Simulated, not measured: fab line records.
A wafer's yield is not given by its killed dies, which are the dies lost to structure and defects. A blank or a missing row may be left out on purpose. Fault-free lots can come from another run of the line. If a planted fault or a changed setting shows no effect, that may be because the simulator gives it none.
fab line records | flow n5-finfet
record: lots: 6 | wafers: 18 | last-day: 17
route steps=1938 shown BEOL_M2@923 BEOL_M3@931 BEOL_M4@1111
lots that met no fault: from a run of the same line without faults
start-h: hours from the record's opening day to when the first of the lot's shown wafers began | wait-h: hours since the lot's step before | " unchanged from the row above | L1.1+2: a single row standing in for several wafers | - no value, or no start was given | * or withheld: withheld | < > ~ a bound
route shown NAME@n: NAME is a module with steps in the file, n the number in the route of the first one | usual: mean and standard deviation over wafers with no fault | same: alike in all rows | chamber/n: place in a boat | sites: readings site by site | _std_site: standard deviation across them | _edge_site: mean of outer sites minus mean of inner sites | radius-mm: for every site, how far away it sits from the centre of the wafer | mask NAME#n: copy n | behind: tool/chamber where the wafer was last shaped | hold: the reason the lot was held/the length of the hold in hours/how it ended | device: transistor that didn't switch, given as n, p or np | end of line: the tests these same wafers got at the end of their route | a step given without rows: its recipe and nothing more | killed: count of dies lost to structure and defects at first sort (not the wafer's yield) | map: a wafer's dies, x killed, . not, _ none there
set.NAME: the setting as run; set.NAME@STEP: as run at that earlier step | model.NAME: the simulator's own value behind a step, which no gauge read
lots seen at some steps along the route; tables by step, rows by wafer
services: the hour from which a tool's chamber was out of use, counted from the record's first day as start-h (under 0 if before that day), plus the number of hours and why
== steps ==
step: N5_BEOL_M2_CMP_52
recipe: stop-on: SiOC | t-overpolish-s: 6.8 | down-force-psi: 1 | platen-rpm: 50 | clearing-platen-down-force-psi: 1.5 | clearing-platen-rpm: 50 | post-cmp-clean: cu-alkaline | target-thk-nm: 40 | clearing-platen-pad-velocity-m-s: 0.99484 | pad-velocity-m-s: 0.99484
step: N5_BEOL_M2_THK_MEAS_53
recipe: thk-meas-gauge: xrf | reads: Cu_of_BEOL_M2_ECD_50
usual: M2_THK: 40.5/1.5
lot.wafer | tool          | chamber | start-h | wait-h | M2_THK[nm]
L985.1    | film-metro-02 | -       | 184.57  | -      | 40.3
L985.2    | "             | -       | "       | "      | 42.7
L985.6    | "             | -       | "       | "      | 39.8
L990.1    | film-metro-02 | -       | 206.85  | -      | 39.4
L990.5    | "             | -       | "       | "      | 41.4
L990.6    | "             | -       | "       | "      | 42.3
L991.2    | film-metro-01 | -       | 234.64  | -      | 41.1
L991.5    | "             | -       | "       | "      | 42.2
L991.6    | "             | -       | "       | "      | 41.3
L996.1    | film-metro-01 | -       | 241.90  | -      | 42.1
L996.4    | "             | -       | "       | "      | 40.3
L996.6    | "             | -       | "       | "      | 42.2
L101.2    | film-metro-02 | -       | 284.18  | -      | 37.1
L101.4    | "             | -       | "       | "      | 39.5
L101.6    | "             | -       | "       | "      | 38.7
L102.1    | film-metro-01 | -       | 290.37  | -      | 39.5
L102.2    | "             | -       | "       | "      | 42.4
L102.5    | "             | -       | "       | "      | 42.2
step: N5_BEOL_M2_PRE_CLEAN_60
recipe: gas: NH3/H2 | time-s: 15 | temp-c: * | rf-power-w: 300
step: N5_BEOL_M2_CO_CAP_55
recipe: material: Co | target-thk-a: 20 | temp-c: 200 | precursor: CCTBA/H2 | pressure-torr: 30 | time-s: 102.1
usual: heater-power-outer-w: 122/10 | heater-power-w: 232/27
lot.wafer | tool      | chamber | start-h | wait-h | heater-power-outer-w | heater-power-w
L985.1    | cvd-co-01 | 2       | 184.65  | 0.0    | 139                  | 279
L985.2    | "         | 0       | "       | "      | 130                  | 211
L985.6    | "         | 0       | "       | "      | 129                  | 218
L990.1    | cvd-co-02 | 1       | 206.95  | 0.0    | 114                  | 232
L990.5    | "         | 1       | "       | "      | 115                  | 227
L990.6    | "         | 0       | "       | "      | 112                  | 204
L991.2    | cvd-co-02 | 0       | 234.72  | 0.0    | 114                  | 203
L991.5    | "         | 0       | "       | "      | 111                  | 205
L991.6    | "         | 1       | "       | "      | 115                  | 227
L996.1    | cvd-co-01 | 0       | 241.97  | 0.0    | 128                  | 213
L996.4    | "         | 2       | "       | "      | 140                  | 276
L996.6    | "         | 1       | "       | "      | 115                  | 217
L101.2    | cvd-co-01 | 0       | 284.26  | 0.0    | 130                  | 215
L101.4    | "         | 1       | "       | "      | 111                  | 217
L101.6    | "         | 2       | "       | "      | 143                  | 275
L102.1    | cvd-co-01 | 0       | 290.45  | 0.0    | 129                  | 216
L102.2    | "         | 1       | "       | "      | 110                  | 211
L102.5    | "         | 1       | "       | "      | 112                  | 212
step: N5_BEOL_M2_PRE_CLEAN_56
recipe: gas: NH3 | time-s: 15 | temp-c: withheld | rf-power-w: 300
step: N5_BEOL_M2_DEP_57
recipe: material: SiCN | target-thk-a: 80 | temp-c: withheld | precursor: 3MS/NH3 | pressure-torr: 3 | rf-w: 202 | time-s: 14
usual: showerhead-plenum-p-Torr: 3.668/0.012 | throttle-valve-pct: 9.3/0.65
lot.wafer | tool     | chamber | start-h | wait-h | showerhead-plenum-p-Torr | throttle-valve-pct
L985.1    | pecvd-04 | 0       | 184.76  | 0.0    | 3.667                    | 10.1
L985.2    | "        | 1       | "       | "      | 3.680                    | 9.6
L985.6    | "        | 2       | "       | "      | 3.670                    | 9.1
L990.1    | pecvd-01 | 2       | 207.10  | 0.0    | 3.655                    | 8.7
L990.5    | "        | 0       | "       | "      | 3.650                    | 9.0
L990.6    | "        | 2       | "       | "      | 3.669                    | 8.7
L991.2    | pecvd-04 | 0       | 234.83  | 0.0    | 3.676                    | 10.2
L991.5    | "        | 1       | "       | "      | 3.681                    | 9.9
L991.6    | "        | 2       | "       | "      | 3.672                    | 8.4
L996.1    | pecvd-03 | 0       | 242.09  | 0.0    | 3.649                    | 9.0
L996.4    | "        | 0       | "       | "      | 3.656                    | 9.2
L996.6    | "        | 2       | "       | "      | 3.684                    | 9.2
L101.2    | pecvd-01 | 0       | 284.37  | 0.0    | 3.651                    | 8.9
L101.4    | "        | 1       | "       | "      | 3.659                    | 10.4
L101.6    | "        | 2       | "       | "      | 3.658                    | 8.5
L102.1    | pecvd-04 | 2       | 290.56  | 0.0    | 3.667                    | 8.4
L102.2    | "        | 1       | "       | "      | 3.687                    | 10.0
L102.5    | "        | 2       | "       | "      | 3.660                    | 8.4
step: N5_BEOL_M2_RS_MEAS_58
recipe: thk-meas-gauge: four-point-probe | reads: Co_of_BEOL_M2_CO_CAP_55+Cu_of_BEOL_M2_ECD_50+Co_of_BEOL_M2_CVD_47+TaN_of_BEOL_M2_ALD_84
usual: M2_RS: 0.67/0.033
lot.wafer | tool          | chamber | start-h | wait-h | M2_RS[ohm/sq]
L985.1    | film-metro-02 | -       | 184.83  | 0.0    | 0.68
L985.2    | "             | -       | "       | "      | 0.64
L985.6    | "             | -       | "       | "      | 0.69
L990.1    | film-metro-02 | -       | 207.17  | 0.0    | 0.69
L990.5    | "             | -       | "       | "      | 0.64
L990.6    | "             | -       | "       | "      | 0.63
L991.2    | film-metro-01 | -       | 234.90  | 0.1    | 0.66
L991.5    | "             | -       | "       | "      | 0.64
L991.6    | "             | -       | "       | "      | 0.66
L996.1    | film-metro-01 | -       | 242.16  | 0.0    | 0.64
L996.4    | "             | -       | "       | "      | 0.68
L996.6    | "             | -       | "       | "      | 0.64
L101.2    | film-metro-02 | -       | 284.44  | 0.1    | 0.75
L101.4    | "             | -       | "       | "      | 0.69
L101.6    | "             | -       | "       | "      | 0.70
L102.1    | film-metro-02 | -       | 290.63  | 0.0    | 0.69
L102.2    | "             | -       | "       | "      | 0.63
L102.5    | "             | -       | "       | "      | 0.63
step: N5_BEOL_M2_INSPECT_59
recipe: inspect-instrument: darkfield | mode: post-dep
usual: raw-defect-count: 71/20
lot.wafer | tool              | chamber | start-h | wait-h | raw-defect-count
L985.1    | defect-inspect-01 | -       | 184.86  | 0.0    | 72
L985.2    | "                 | -       | "       | "      | 75
L985.6    | "                 | -       | "       | "      | 88
L990.1    | defect-inspect-01 | -       | 207.19  | 0.0    | 53
L990.5    | "                 | -       | "       | "      | 57
L990.6    | "                 | -       | "       | "      | 83
L991.2    | defect-inspect-01 | -       | 234.93  | 0.0    | 51
L991.5    | "                 | -       | "       | "      | 67
L991.6    | "                 | -       | "       | "      | 65
L996.1    | defect-inspect-01 | -       | 242.18  | 0.0    | 73
L996.4    | "                 | -       | "       | "      | 86
L996.6    | "                 | -       | "       | "      | 105
L101.2    | defect-inspect-02 | -       | 284.47  | 0.0    | 81
L101.4    | "                 | -       | "       | "      | 58
L101.6    | "                 | -       | "       | "      | 92
L102.1    | defect-inspect-02 | -       | 290.66  | 0.0    | 56
L102.2    | "                 | -       | "       | "      | 51
L102.5    | "                 | -       | "       | "      | 42
step: N5_BEOL_M3_ILD_DEP_00
recipe: material: SiOC | target-thk-a: 790 | temp-c: 350 | precursor: DEMS/O2 | pressure-torr: 5 | rf-w: 500 | time-s: 15.3
usual: heater-power-outer-w: 248/48 | heater-power-w: 477/71 | showerhead-plenum-p-Torr: 5.701/0.015 | throttle-valve-pct: 12.0/0.62
lot.wafer | tool     | chamber | start-h | wait-h | heater-power-outer-w | heater-power-w | showerhead-plenum-p-Torr | throttle-valve-pct
L985.1    | pecvd-02 | 2       | 184.89  | 0.0    | 208                  | 406            | 5.713                    | 11.3
L985.2    | "        | 0       | "       | "      | 316                  | 571            | 5.686                    | 12.3
L985.6    | "        | 2       | "       | "      | 204                  | 424            | 5.713                    | 11.0
L990.1    | pecvd-03 | 0       | 207.23  | 0.0    | 275                  | 504            | 5.701                    | 11.9
L990.5    | "        | 1       | "       | "      | 227                  | 446            | 5.728                    | 11.2
L990.6    | "        | 0       | "       | "      | 271                  | 518            | 5.709                    | 12.0
L991.2    | pecvd-03 | 1       | 234.96  | 0.0    | 292                  | 514            | 5.734                    | 11.3
L991.5    | "        | 1       | "       | "      | 283                  | 528            | 5.727                    | 11.0
L991.6    | "        | 0       | "       | "      | 232                  | 459            | 5.674                    | 12.5
L996.1    | pecvd-02 | 1       | 242.22  | 0.0    | 283                  | 518            | 5.694                    | 11.5
L996.4    | "        | 1       | "       | "      | 287                  | 538            | 5.705                    | 11.5
L996.6    | "        | 2       | "       | "      | 265                  | 504            | 5.717                    | 11.6
L101.2    | pecvd-04 | 0       | 284.50  | 0.0    | 197                  | 379            | 5.701                    | 13.3
L101.4    | "        | 2       | "       | "      | 193                  | 399            | 5.688                    | 11.5
L101.6    | "        | 1       | "       | "      | 246                  | 510            | 5.708                    | 12.8
L102.1    | pecvd-02 | 1       | 290.69  | 0.0    | 219                  | 438            | 5.705                    | 11.7
L102.2    | "        | 0       | "       | "      | 329                  | 583            | 5.687                    | 12.1
L102.5    | "        | 0       | "       | "      | 331                  | 574            | 5.689                    | 12.5
step: N5_BEOL_M3_THK_MEAS_01
recipe: reads: SiOC_of_BEOL_M3_ILD_DEP_00
usual: M3_ILD_THK: 79.4/1
lot.wafer | tool          | chamber | start-h | wait-h | M3_ILD_THK[nm]
L985.1    | film-metro-02 | -       | 184.98  | 0.1    | 79.4
L985.2    | "             | -       | "       | "      | 77.9
L985.6    | "             | -       | "       | "      | 79.8
L990.1    | film-metro-01 | -       | 207.30  | 0.0    | 80.5
L990.5    | "             | -       | "       | "      | 81.5
L990.6    | "             | -       | "       | "      | 80.2
L991.2    | film-metro-02 | -       | 235.03  | 0.1    | 79.8
L991.5    | "             | -       | "       | "      | 81.3
L991.6    | "             | -       | "       | "      | 79.9
L996.1    | film-metro-02 | -       | 242.29  | 0.0    | 78.2
L996.4    | "             | -       | "       | "      | 79.2
L996.6    | "             | -       | "       | "      | 79.3
L101.2    | film-metro-01 | -       | 284.57  | 0.1    | 79.1
L101.4    | "             | -       | "       | "      | 79.3
L101.6    | "             | -       | "       | "      | 80.6
L102.1    | film-metro-01 | -       | 290.76  | 0.0    | 78.1
L102.2    | "             | -       | "       | "      | 78.2
L102.5    | "             | -       | "       | "      | 79.6
step: N5_BEOL_M3_PECVD_72
recipe: material: SiO2 | target-thk-a: 160 | temp-c: 400 | precursor: TEOS/O2 | pressure-torr: 5.5 | rf-w: 450 | teos-flow-sccm: 53.8 | gas: O2 | flow-sccm: 3000 | time-s: 18
usual: heater-power-outer-w: 419/59 | heater-power-w: 722/87 | showerhead-plenum-p-Torr: 8.81/0.063 | throttle-valve-pct: 22.4/1
lot.wafer | tool     | chamber | start-h | wait-h | heater-power-outer-w | heater-power-w | showerhead-plenum-p-Torr | throttle-valve-pct
L985.1    | pecvd-03 | 2       | 185.01  | 0.0    | 399                  | 714            | 8.81                     | 21.9
L985.2    | "        | 1       | "       | "      | 455                  | 793            | 8.91                     | 21.2
L985.6    | "        | 1       | "       | "      | 474                  | 778            | 8.91                     | 21.1
L990.1    | pecvd-04 | 0       | 207.33  | 0.0    | 335                  | 551            | 8.80                     | 24.4
L990.5    | "        | 0       | "       | "      | 338                  | 576            | 8.80                     | 24.5
L990.6    | "        | 1       | "       | "      | 462                  | 785            | 8.85                     | 24.1
L991.2    | pecvd-02 | 0       | 235.07  | 0.0    | 449                  | 757            | 8.72                     | 22.7
L991.5    | "        | 1       | "       | "      | 432                  | 745            | 8.76                     | 21.6
L991.6    | "        | 0       | "       | "      | 471                  | 772            | 8.74                     | 22.6
L996.1    | pecvd-04 | 1       | 242.32  | 0.0    | 473                  | 826            | 8.85                     | 24.1
L996.4    | "        | 2       | "       | "      | 370                  | 647            | 8.79                     | 20.8
L996.6    | "        | 1       | "       | "      | 471                  | 807            | 8.84                     | 24.3
L101.2    | pecvd-02 | 1       | 284.61  | 0.0    | 475                  | 808            | 8.74                     | 21.8
L101.4    | "        | 2       | "       | "      | 403                  | 709            | 8.89                     | 21.9
L101.6    | "        | 1       | "       | "      | 474                  | 779            | 8.76                     | 21.4
L102.1    | pecvd-03 | 1       | 290.80  | 0.0    | 488                  | 803            | 8.93                     | 21.4
L102.2    | "        | 0       | "       | "      | 441                  | 751            | 8.76                     | 22.8
L102.5    | "        | 2       | "       | "      | 344                  | 631            | 8.82                     | 22.5
step: N5_BEOL_M3_HM_DEP_02
recipe: material: TiN | target-thk-a: 200 | temp-c: 25 | chamber-pressure-pa: 0.49996
usual: substrate-temp-c: 25.00/0.11 | throttle-valve-pct: 30.4/1.1
lot.wafer | tool           | chamber | start-h | wait-h | substrate-temp-c | throttle-valve-pct
L985.1    | pvd-sputter-02 | -       | 185.76  | 0.7    | 24.94            | 29.7
L985.2    | "              | -       | "       | "      | 24.93            | 30.5
L985.6    | "              | -       | "       | "      | 25.04            | 30.3
L990.1    | pvd-sputter-01 | -       | 209.46  | 2.1    | 25.00            | 30.5
L990.5    | "              | -       | "       | "      | 24.95            | 30.4
L990.6    | "              | -       | "       | "      | 25.01            | 31.4
L991.2    | pvd-sputter-02 | -       | 237.48  | 2.4    | 25.36            | 29.9
L991.5    | "              | -       | "       | "      | 25.03            | 29.8
L991.6    | "              | -       | "       | "      | 25.25            | 30.4
L996.1    | pvd-sputter-02 | -       | 243.88  | 1.5    | 24.97            | 30.3
L996.4    | "              | -       | "       | "      | 24.96            | 30.0
L996.6    | "              | -       | "       | "      | 25.17            | 30.5
L101.2    | pvd-sputter-03 | -       | 285.89  | 1.3    | 25.01            | 30.4
L101.4    | "              | -       | "       | "      | 24.87            | 28.8
L101.6    | "              | -       | "       | "      | 24.92            | 28.4
L102.1    | pvd-sputter-03 | -       | 291.45  | 0.6    | 24.97            | 28.7
L102.2    | "              | -       | "       | "      | 25.28            | 28.7
L102.5    | "              | -       | "       | "      | 24.97            | 31.4
step: N5_BEOL_M3_COAT_61
recipe: resist: SOC | temp-c: 250 | time-s: 60 | spin-rpm: 1500 | resist-thk-nm: 60
usual: heater-power-total-W: 500.4/1.8 | run-length-s: 66.46/0.1
lot.wafer | tool           | chamber | start-h | wait-h | heater-power-total-W | run-length-s
L985.1    | litho-track-05 | 0       | 185.88  | 0.1    | 528.4                | 61.18
L985.2    | "              | 0       | "       | "      | 499.6                | 66.30
L985.6    | "              | 0       | "       | "      | 500.7                | 66.44
L990.1    | litho-track-05 | 0       | 209.59  | 0.1    | 529.8                | 61.09
L990.5    | "              | 0       | "       | "      | 524.2                | 61.25
L990.6    | "              | 0       | "       | "      | 503.1                | 66.55
L991.2    | litho-track-04 | 0       | 237.61  | 0.1    | 500.9                | 66.55
L991.5    | "              | 0       | "       | "      | 502.6                | 66.45
L991.6    | "              | 0       | "       | "      | 498.0                | 66.51
L996.1    | litho-track-04 | 0       | 244.01  | 0.1    | 498.3                | 66.65
L996.4    | "              | 0       | "       | "      | 497.4                | 66.37
L996.6    | "              | 0       | "       | "      | 499.7                | 66.44
L101.2    | litho-track-05 | 0       | 286.02  | 0.1    | 502.8                | 66.39
L101.4    | "              | 0       | "       | "      | 498.7                | 66.29
L101.6    | "              | 0       | "       | "      | 503.3                | 66.77
L102.1    | litho-track-04 | 0       | 291.58  | 0.1    | 501.9                | 66.62
L102.2    | "              | 0       | "       | "      | 501.7                | 66.35
L102.5    | "              | 0       | "       | "      | 503.2                | 66.54
step: N5_BEOL_M3_COAT_62
recipe: resist: SiARC | temp-c: 220 | time-s: 60 | spin-rpm: 1500 | resist-thk-nm: 12
step: N5_BEOL_M4_RC_MEAS_101
usual: DIBL_N: 35.9/1.9 | DIBL_P: 35.8/2.4 | IOFF_N: 0.15/0.031 | IOFF_P: 0.21/0.037 | ION_N: 672/13 | ION_P: 462/8.3 | SS_N: 71.5/0.72 | SS_P: 73.2/0.67 | VT_N: 250/3.4 | VT_P: -250/3.4
lot.wafer | tool      | chamber | start-h | wait-h | DIBL_N[mV/V] | DIBL_P[mV/V] | IOFF_N[nA/um] | IOFF_P[nA/um] | ION_N[uA/um] | ION_P[uA/um] | SS_N[mV/dec] | SS_P[mV/dec] | VT_N[mV] | VT_P[mV]
L985.1    | prober-02 | 0       | 203.94  | 0.3    | 35.8         | 34.7         | 0.15          | 0.19          | 658          | 453          | 72.4         | 72.5         | 252      | -252
L985.2    | "         | 0       | "       | "      | 35.3         | 34.8         | 0.13          | 0.18          | 662          | 454          | 70.6         | 72.5         | 255      | -250
L985.6    | "         | 0       | "       | "      | 37.9         | 37.9         | 0.19          | 0.24          | 685          | 474          | 71.7         | 73.3         | 247      | -248
L990.1    | prober-02 | 0       | 244.44  | 0.0    | 39.9         | 39.8         | 0.24          | 0.30          | 703          | 480          | 72.9         | 74.2         | 241      | -244
L990.5    | "         | 0       | "       | "      | 36.8         | 36.1         | 0.16          | 0.23          | 683          | 470          | 71.4         | 72.4         | 248      | -246
L990.6    | "         | 0       | "       | "      | 36.5         | 35.6         | 0.15          | 0.21          | 665          | 461          | 71.7         | 73.2         | 247      | -249
L991.2    | prober-01 | 0       | 253.21  | 0.2    | 36.7         | 37.0         | 0.17          | 0.26          | 680          | 473          | 72.0         | 73.4         | 249      | -245
L991.5    | "         | 0       | "       | "      | 36.3         | 35.2         | 0.16          | 0.22          | 688          | 470          | 72.1         | 72.8         | 248      | -249
L991.6    | "         | 0       | "       | "      | 34.6         | 34.0         | 0.13          | 0.21          | 669          | 465          | 70.4         | 73.2         | 251      | -246
L996.1    | prober-02 | 0       | 260.98  | 0.0    | 39.3         | 38.9         | 0.20          | 0.26          | 675          | 465          | 72.4         | 74.0         | 245      | -247
L996.4    | "         | 0       | "       | "      | 38.9         | 37.3         | 0.19          | 0.23          | 681          | 461          | 73.0         | 74.1         | 247      | -250
L996.6    | "         | 0       | "       | "      | 37.5         | 36.9         | 0.16          | 0.23          | 676          | 470          | 72.7         | 74.3         | 249      | -248
L101.2    | prober-01 | 0       | 310.18  | 0.2    | 36.0         | 36.0         | 0.15          | 0.20          | 682          | 470          | 71.4         | 74.1         | 248      | -252
L101.4    | "         | 0       | "       | "      | 35.6         | 35.8         | 0.14          | 0.19          | 671          | 460          | 71.7         | 73.4         | 251      | -253
L101.6    | "         | 0       | "       | "      | 37.9         | 39.3         | 0.19          | 0.25          | 694          | 471          | 72.8         | 74.7         | 248      | -248
L102.1    | prober-02 | 0       | 313.58  | 0.0    | 34.6         | 33.2         | 0.13          | 0.19          | 672          | 468          | 70.9         | 72.1         | 253      | -247
L102.2    | "         | 0       | "       | "      | 33.2         | 31.9         | 0.11          | 0.18          | 656          | 461          | 71.2         | 71.9         | 255      | -248
L102.5    | "         | 0       | "       | "      | 34.8         | 33.0         | 0.13          | 0.19          | 670          | 464          | 70.8         | 72.3         | 255      | -250
== services ==
tool           | chamber | start-h | hours | kind
litho-track-04 | -       | 167.65  | -     | consumable-replace:filter
pecvd-02       | 1       | 178.29  | 16.5  | scheduled-down
cvd-co-01      | -       | 189.76  | 1.3   | repair
pecvd-04       | 0       | 192.99  | 2.1   | scheduled-down
cvd-co-02      | 2       | 195.82  | 16.5  | repair
pecvd-04       | 2       | 202.38  | -     | clean
pecvd-04       | 2       | 202.38  | -     | consumable-replace:showerhead
pecvd-04       | 2       | 202.38  | 29.0  | scheduled-down
pecvd-04       | 2       | 202.38  | 29.0  | vent-cycle
pecvd-01       | 1       | 216.04  | 4.4   | repair
pecvd-02       | 0       | 216.74  | 2.1   | scheduled-down
pecvd-02       | -       | 228.51  | 0.7   | repair
pvd-sputter-02 | -       | 238.19  | 1.5   | repair
cvd-co-01      | -       | 241.20  | 0.5   | repair
pecvd-01       | 2       | 259.72  | 5.5   | scheduled-down
pecvd-03       | 0       | 262.20  | 2.1   | scheduled-down
cvd-co-02      | -       | 268.73  | 0.5   | repair
pecvd-04       | -       | 275.15  | 6.0   | pm
pecvd-02       | 2       | 276.66  | 6.6   | repair
pvd-sputter-02 | -       | 285.64  | 5.0   | repair
pecvd-02       | -       | 286.30  | 0.9   | repair
pecvd-01       | 1       | 290.76  | 2.1   | scheduled-down
== key ==
first-sign: step: N5_BEOL_M3_COAT_61 | reading: run-length-s | direction: down | sigmas: 52 | usual: * | struck: *
effect: step: N5_BEOL_M3_COAT_61 | reading: heater-power-total-W | direction: up | sigmas: 15 | usual: * | struck: *
met-at N5_BEOL_M3_COAT_61
struck-wafers L985.1,L990.1,L990.5
fault: kind: process-parameter-drift | tool: litho-track-05 | chamber: - | onset-h: 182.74 | steps: N5_BEOL_M3_COAT_61 | channel: time-s | offset: * | shape: step | end-h: 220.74 | scope: struck-wafers-only | acts-in: * | stated: *
